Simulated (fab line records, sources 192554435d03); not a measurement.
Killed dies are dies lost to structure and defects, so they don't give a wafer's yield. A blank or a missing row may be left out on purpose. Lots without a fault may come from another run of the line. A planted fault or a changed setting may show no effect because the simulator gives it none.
Chamber matching | flow n5_finfet | N5_BEOL_M2_DEP_57 on pecvd-03: 3 sister chambers
The step deposits SiCN from 3MS/NH3, target thk 8 nm, time 14 s. 6 wafers are shown with their chamber, then 8 later ones without.

WAFERS WITH THEIR CHAMBER
wafer  | chamber | throttle_valve_pct (%) | showerhead_plenum_p_Torr (Torr)
L083.4 | 0       | 9.7                    | 3.654
L083.5 | 1       | 8.7                    | 3.674
L086.2 | 2       | 8.6                    | 3.662
L086.3 | 0       | 9.5                    | 3.653
L086.6 | 2       | 8.7                    | 3.661
L092.2 | 1       | 8.9                    | 3.669

WAFERS WITHOUT THEIR CHAMBER
wafer  | throttle_valve_pct (%) | showerhead_plenum_p_Torr (Torr)
L092.3 | 8.1                    | 3.665
L092.6 | 8.4                    | 3.671
L095.3 | 8.8                    | 3.664
L095.5 | 8.3                    | 3.668
L095.6 | 8.9                    | 3.675
L097.2 | 8.7                    | 3.663
L097.4 | 8.7                    | 3.663
L097.5 | 8.3                    | 3.676

WHICH CHAMBER EACH WENT THROUGH
wafer  | from the rows above     | in truth
L092.3 | can't be placed: 2 or 1 | 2
L092.6 | can't be placed: 1 or 2 | 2
L095.3 | can't be placed: 2 or 1 | 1
L095.5 | can't be placed: 2 or 1 | 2
L095.6 | 1                       | 1
L097.2 | 2                       | 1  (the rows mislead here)
L097.4 | 2                       | 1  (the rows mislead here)
L097.5 | 1                       | 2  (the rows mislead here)
Placed correctly: 1 of 8. Can't be placed from these rows: 4 (the true chamber is among the candidates in 4). Placed wrongly: 3.
How it was worked out, from the rows above alone: a wafer's distance from a chamber is the root of the sum, over the readings, of the square of ((its reading less the chamber's mean) divided by the reading's scatter). The wafer belongs to the nearest chamber; if the next one is less than 2 further off, it can't be placed. A chamber's mean is the mean of its shown wafers. The scatter: the root of (the sum of the squares of (reading less its chamber's mean) over the shown wafers, divided by (wafers less chambers)).
